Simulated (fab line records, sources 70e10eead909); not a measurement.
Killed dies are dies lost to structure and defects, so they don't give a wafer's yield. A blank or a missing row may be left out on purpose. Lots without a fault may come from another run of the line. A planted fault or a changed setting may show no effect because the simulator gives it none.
One fault seen from 2 desks | flow nand_harc | each desk has only its own numbers; what lay behind them comes last

THE METROLOGY DESK
What the gauges read, lot by lot, whatever tool the lot ran on: means of the sampled wafers that have a number. A lot is out of limits, marked OUT, if its mean lies more than 4 standard deviations from the usual mean; the brackets give that distance.
Columns: A = thk_nm at NHARC_A_DECK1_JOINT_THK_MEAS_14, usual 50.9 nm; B = thk_nm at NHARC_A_ONON_D2_THK_MEAS_08, usual 997 nm
lot  | first seen here | A    | B
L105 | day 11 20:38    | 50.5 | 985
L106 | day 12 02:11    | 50.1 | 1004
L107 | day 12 02:11    | 50.3 | 1024
L112 | day 14 22:42    | 50.0 | 1560 (+47) OUT
L113 | day 15 04:43    | 52.8 | 1538 (+45) OUT
L119 | day 17 18:19    | 50.6 | 985
L121 | day 18 03:41    | 50.6 | 992
L122 | day 18 08:38    | 51.6 | 1003
L123 | day 18 16:23    | 51.0 | 999
L124 | day 19 20:47    | 51.1 | 974
L125 | day 20 03:35    | 51.0 | 999
L126 | day 20 12:52    | 51.9 | 976
L127 | day 20 12:52    | 49.8 | 1009
L128 | day 20 20:22    | 49.2 | 994
This desk's finding: out of limits on L112, L113; first on L112, day 15 21:14 (thk_nm at NHARC_A_ONON_D2_THK_MEAS_08). In limits: L105, L106, L107, L119, L121, L122, L123, L124, L125, L126, L127, L128.

THE TOOL OWNER'S DESK: pecvd_onon-02
The tool's own readings at NHARC_A_ONON_D2_DEP_06 (target thk 1000 nm): means of the sampled wafers that have a number, for each lot that ran on this tool. A lot is out of limits, marked OUT, if its mean lies more than 4 standard deviations from the usual mean; the brackets give that distance.
Columns: A = n2o_flow_sccm at NHARC_A_ONON_D2_DEP_06, usual 1998 sccm
lot  | first seen here | A
L105 | day 12 20:36    | 2000
L107 | day 13 08:20    | 1997
L112 | day 15 20:43    | 1996
L113 | day 16 02:30    | 2002
L119 | day 19 07:58    | 2001
L126 | day 21 15:03    | 1998
This desk's finding: nothing out of limits on any of the 6 lots.

PUT TOGETHER
The metrology desk could have raised an alarm at day 15 21:14, on L112, L113.
The tool owner's desk saw nothing out of limits.
The tool owner's desk has L112, L113 on record, within its limits.
Of the lots named, all ran NHARC_A_ONON_D2_DEP_06 on pecvd_onon-02.

WHAT THE SIMULATOR HAD PUT IN
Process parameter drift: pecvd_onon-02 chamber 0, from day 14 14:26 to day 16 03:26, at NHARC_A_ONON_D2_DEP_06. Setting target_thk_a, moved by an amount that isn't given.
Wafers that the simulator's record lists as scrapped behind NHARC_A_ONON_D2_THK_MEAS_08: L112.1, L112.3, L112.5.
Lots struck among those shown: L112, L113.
Hours from the fault's start to each desk's first reading out of limits: the metrology desk, 31.
